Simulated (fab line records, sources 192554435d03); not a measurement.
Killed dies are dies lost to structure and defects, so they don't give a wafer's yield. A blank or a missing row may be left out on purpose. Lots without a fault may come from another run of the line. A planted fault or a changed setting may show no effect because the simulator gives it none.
Split-lot experiment | flow n5_finfet | 7 lots, 39 wafers read, on a route of 1938 steps

THE SPLIT
At N5_BEOL_M1_ILD_DEP_00 (deposits SiOC from DEMS/O2, target thk 79 nm, time 15.3 s), the setting target_thk_a was moved away from the recipe's 790 angstrom on 15 of the 39 wafers read, by -56.7% to +53.2%. The other wafers ran this setting at the recipe's value.

The file shows no step between the split and the reading.

THE READING
M1_ILD_THK, in nm, at N5_BEOL_M1_THK_MEAS_01. Fault-free wafers of this fab line usually give 79.1 nm, standard deviation 1.1 nm.

wafer  | tool, chamber at the split | target_thk_a as run, angstrom | against the recipe | M1_ILD_THK, nm | against lot-mates on the recipe
L074.1 | pecvd-02, 2                | 790                           | recipe             | 78.2           | -
L074.2 | pecvd-02, 1                | 990                           | +25.3%             | 99.6           | +21.6
L074.3 | pecvd-02, 0                | 790                           | recipe             | 76.9           | -
L074.4 | pecvd-02, 0                | 990                           | +25.3%             | 99.2           | +21.2
L074.5 | pecvd-02, 1                | 790                           | recipe             | 79.0           | -
L074.6 | pecvd-02, 2                | 990                           | +25.3%             | 100.4          | +22.4
L082.3 | pecvd-03, 1                | 790                           | recipe             | 77.9           | -
L082.4 | pecvd-03, 1                | 790                           | recipe             | 80.0           | -
L082.5 | pecvd-03, 0                | 790                           | recipe             | 79.4           | -
L084.1 | pecvd-02, 2,0              | 790                           | recipe             | 78.4           | -
L084.2 | pecvd-02, 1                | 790                           | recipe             | 79.5           | -
L084.3 | pecvd-02, 2,0              | 790                           | recipe             | 78.5           | -
L084.4 | pecvd-02, 0                | 790                           | recipe             | 80.5           | -
L084.5 | pecvd-02, 1,2              | 790                           | recipe             | 80.3           | -
L084.6 | pecvd-02, 1,2              | 790                           | recipe             | 80.3           | -
L090.1 | pecvd-03, 0                | 790                           | recipe             | 76.6           | -
L090.2 | pecvd-03, 2                | 790                           | recipe             | 78.9           | -
L090.3 | pecvd-03, 1                | 975                           | +23.4%             | 95.7           | +17.2
L090.4 | pecvd-03, 0                | 975                           | +23.4%             | 96.2           | +17.7
L090.5 | pecvd-03, 2                | 975                           | +23.4%             | 97.2           | +18.7
L090.6 | pecvd-03, 1                | 790                           | recipe             | 80.0           | -
L092.1 | pecvd-02, 1                | 790                           | recipe             | 79.0           | -
L092.2 | pecvd-02, 2                | 1069                          | +35.3%             | 106.8          | +28.0
L092.3 | pecvd-02, 0                | 790                           | recipe             | 77.6           | -
L092.4 | pecvd-02, 1                | 1069                          | +35.3%             | 108.2          | +29.4
L092.5 | pecvd-02, 0                | 1069                          | +35.3%             | 108.0          | +29.2
L092.6 | pecvd-02, 2                | 790                           | recipe             | 79.8           | -
L096.1 | pecvd-04, 1                | 1210                          | +53.2%             | 121.5          | +41.3
L096.2 | pecvd-04, 0                | 790                           | recipe             | 79.1           | -
L096.3 | pecvd-04, 2                | 790                           | recipe             | 80.7           | -
L096.4 | pecvd-04, 1                | 790                           | recipe             | 80.8           | -
L096.5 | pecvd-04, 0                | 1210                          | +53.2%             | 122.3          | +42.1
L096.6 | pecvd-04, 2                | 1210                          | +53.2%             | 124.6          | +44.4
L097.1 | pecvd-03, 1                | 342.1                         | -56.7%             | 34.5           | -42.7
L097.2 | pecvd-03, 2                | 790                           | recipe             | 77.4           | -
L097.3 | pecvd-03, 0                | 790                           | recipe             | 76.6           | -
L097.4 | pecvd-03, 0                | 790                           | recipe             | 77.5           | -
L097.5 | pecvd-03, 2                | 342.1                         | -56.7%             | 33.3           | -43.9
L097.6 | pecvd-03, 1                | 342.1                         | -56.7%             | 34.5           | -42.7
Where a row lists several chambers, the file gives one row for several wafers and doesn't say which wafer went through which chamber.

THE FIT
A straight line over all 39 wafers: M1_ILD_THK changes by +0.804 nm for each +1% of target_thk_a; r = +1.00; the points scatter about the line by 1.3 nm.
The same after taking each lot's own level away (the mean of its wafers on the recipe; 39 wafers): +0.786 nm for each +1%; r = +1.00; scatter 1.1 nm.
On that fit, the largest move of target_thk_a shifts the reading by 45 nm.
The lots' own levels span 77.17 to 80.20 nm, that is 2.8 times the standard deviation above.
So the lot-to-lot level changes the slope little: the two slopes agree.
Check: with one of the wafers moved furthest among these (-56.7%) left out of the fit, the line predicts -44.6 nm for it against its lot-mates. It came out at -42.7 nm against them.

OTHER SPLITS ON THESE WAFERS
These wafers also went through other splits before the reading. Each is held against what the fit with the lots' levels taken away leaves over:
other split on the same wafers       | wafers away from the commonest value | r with M1_ILD_THK (lot level and that fit taken away)
N5_FIN_CUT_CUT_ETCH_26 time_s        | 12                                   | -0.23
N5_SD_EPI_P_EPI_21 time_s            | 15                                   | -0.03
N5_GATE_CUT_DESCUM_18 time_s         | 9                                    | +0.23
N5_MOL_CONTACT_COAG_DESCUM_45 time_s | 12                                   | +0.21

THE WHOLE CHAIN: every reading that the file lists as answering this split, in the file's order
step                   | what it does                                              | reading                                                                            | change (the file's fit)               | r (the file's)
N5_BEOL_M1_ILD_DEP_00  | deposits SiOC from DEMS/O2, target thk 79 nm, time 15.3 s | SiOC_of_BEOL_M1_ILD_DEP_00.thk_nm (the simulator's own value, which no gauge read) | +0.791 nm for each +1% of the setting | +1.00
N5_BEOL_M1_THK_MEAS_01 |                                                           | M1_ILD_THK                                                                         | +0.79 for each +1% of the setting     | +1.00

THE FILE'S OWN FIT
M1_ILD_THK changes by +0.79 nm for each +1% of target_thk_a, r = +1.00.
